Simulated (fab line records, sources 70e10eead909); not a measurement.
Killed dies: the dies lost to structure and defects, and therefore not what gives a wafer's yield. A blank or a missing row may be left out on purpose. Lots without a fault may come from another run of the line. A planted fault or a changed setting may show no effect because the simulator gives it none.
A lot that was struck, set against a sound lot / flow nandHarc / 37 out of 1159 route steps
Sound: the wafers L486.3, L486.4, L486.6. Wafers L499.2, L499.3, L499.6 were the ones struck. The cause is named last.
For every step that has rows: the tool of each side, followed by ch and its chambers, followed by its first start. Under that, the readings that differ: sound wafers / struck wafers / difference of the means / sigmas: that difference in standard deviations of wafers without a fault.
alike: same words and numbers on both sides, and readings whose means sit less than 2 such deviations apart. not compared: any withheld reading, any reading some wafer has no value for, any bound like >300 that may hide the same value, and any number with overlapping values for which the record gives no deviation.
Wherever a step has rows on one side only, a row that says differs or no value, or a row with sigmas, the two part there. Numbers that don't overlap but have no deviation are shown without sigmas and don't part them. A reading missing from all wafers of one side parts the sides only when that side holds two or more wafers.

first, 2 steps without rows for these wafers: NHARC_A_STAIRCASE_HM_OPEN_463 (chemistry O2/COS); NHARC_A_STAIRCASE_STRIP_464 (strips in O2/COS).
NHARC_A_STAIRCASE_ETCH_453: etches the open film in CF4/O2, target depth 30 nm, overetch 3 nm, time 16.5 s.
  sound on rieDiel-06 ch 0,3; struck on rieDiel-06 ch 2,3
reading=oesProductAu (a.u.); sound=0.973 0.994 0.985; struck=1.002 1.001 0.993; difference=+0.015; sigmas=+2
  alike: cf4FlowSccm, drypumpMotorCurrentA, rfVppV, showerheadPlenumPTorr, throttleValvePct
  not compared: rfHoursCounterH
then, 1 step without rows for these wafers: NHARC_A_STAIRCASE_ETCH_315 (etches the open film in C4F8/O2/Ar, target depth 2500 nm, time 607.1 s).
NHARC_A_STAIRCASE_STRIP_316: strips in O2.
  sound on rieDiel-06 ch 0,2; struck on rieDiel-06 ch 1,3
  alike: drypumpMotorCurrentA, oesProductAu, rfVppV, showerheadPlenumPTorr, throttleValvePct
  not compared: rfHoursCounterH
then, 6 steps without rows for these wafers: NHARC_A_STAIRCASE_STRIP_317 (strips in SPM, time 900 s); NHARC_A_STAIRCASE_PRECLEAN_318 (cleans in SC1); NHARC_A_STAIRCASE_SRD_329; NHARC_A_STAIRCASE_ALD_415 (deposits SiO2, target thk 30 nm, pulse time 6 s, ald cycles 300); NHARC_A_STAIRCASE_ETCHBACK_416 (etches the open film in C4F8/O2/Ar, target depth 36 nm, time 7.2 s); NHARC_A_STAIRCASE_STRIP_476 (strips in O2, time 20 s).
NHARC_A_STAIRCASE_DEP_417: deposits Si3N4, target thk 60 nm.
  sound on pecvd-03 ch 1,2, day 12 04:29; struck on pecvd-03 ch 0,1,2, day 15 18:17
  alike: heaterPowerW, susceptorTempC
then, 5 steps without rows for these wafers: NHARC_A_STAIRCASE_WET_418 (chemistry H3PO4, target depth 20 nm); NHARC_A_STAIRCASE_PRECLEAN_419 (cleans in SC1); NHARC_A_STAIRCASE_SRD_421; NHARC_A_STAIRCASE_ALD_420 (deposits SiO2, target thk 20 nm, pulse time 6 s, ald cycles 200); NHARC_A_STAIRCASE_CVD_552 (deposits SiNx, target thk 40 nm).
NHARC_A_STAIRCASE_DEP_151: deposits SiO2, target thk 3800 nm.
  sound on pecvd-02 ch 0,1,2, day 12 17:33; struck on pecvd-01 ch 1,2, day 16 07:59
reading=susceptorTempC (C); sound=400.33 400.34 400.15; struck=399.95 399.69 399.76; difference=-0.47; sigmas=-2
  alike: heaterPowerW
then, 3 steps without rows for these wafers: NHARC_A_STAIRCASE_ANNEAL_320 (time 1800 s); NHARC_A_STAIRCASE_DEP_322 (deposits SiO2, target thk 3800 nm); NHARC_A_STAIRCASE_ANNEAL_323 (time 1800 s).
NHARC_A_STAIRCASE_DEP_325: deposits SiO2, target thk 3800 nm.
  sound on pecvd-01 ch 0,2, day 13 10:22; struck on pecvd-02 ch 0,1,2, day 17 03:24
  alike: heaterPowerW, susceptorTempC
then, 10 steps without rows for these wafers: NHARC_A_STAIRCASE_ANNEAL_326 (time 1800 s); NHARC_A_STAIRCASE_DEHYDRATE_433 (time 120 s); NHARC_A_STAIRCASE_HMDS_434 (time 30 s); NHARC_A_STAIRCASE_COAT_435; NHARC_A_STAIRCASE_SOFTBAKE_436 (time 170 s); NHARC_A_STAIRCASE_EBR_437; NHARC_A_STAIRCASE_EXPOSE_438 (exposes mask STAIR REV); NHARC_A_STAIRCASE_PEB_439 (peb time 130 s); NHARC_A_STAIRCASE_DEVELOP_440 (time 140 s); NHARC_A_STAIRCASE_HARDBAKE_442 (time 140 s).
NHARC_A_STAIRCASE_DESCUM_443: chemistry O2, time 3 s.
  sound on rieDiel-01 ch 1,3, day 13 18:36; struck on rieDiel-06 ch 0,1,2, day 17 13:29
  alike: drypumpMotorCurrentA, oesProductAu, rfVppV, showerheadPlenumPTorr, throttleValvePct
  not compared: rfHoursCounterH
then, 3 steps without rows for these wafers: NHARC_A_STAIRCASE_ETCH_444 (etches the open film in C4F8/O2, target depth 10200 nm, time 3400 s); NHARC_A_STAIRCASE_STRIP_446 (strips in O2); NHARC_A_STAIRCASE_STRIP_447 (strips in SPM, time 900 s).
-- break in the record here, with 6 days between the starts of the struck wafers on either side (left off in module A_STAIRCASE, picked up again in module END, where the first step shown is number 1159 on the route) --
NHARC_END_SORT_01:
  at this point the record logs the struck wafers (prober-01 ch 0, day 23 12:51) and has no rows for the sound ones

== WHERE THEY PART ==
At NHARC_A_STAIRCASE_ETCH_453 first; at NHARC_END_SORT_01 last (within this record only).

WHY: the cause the simulator had injected
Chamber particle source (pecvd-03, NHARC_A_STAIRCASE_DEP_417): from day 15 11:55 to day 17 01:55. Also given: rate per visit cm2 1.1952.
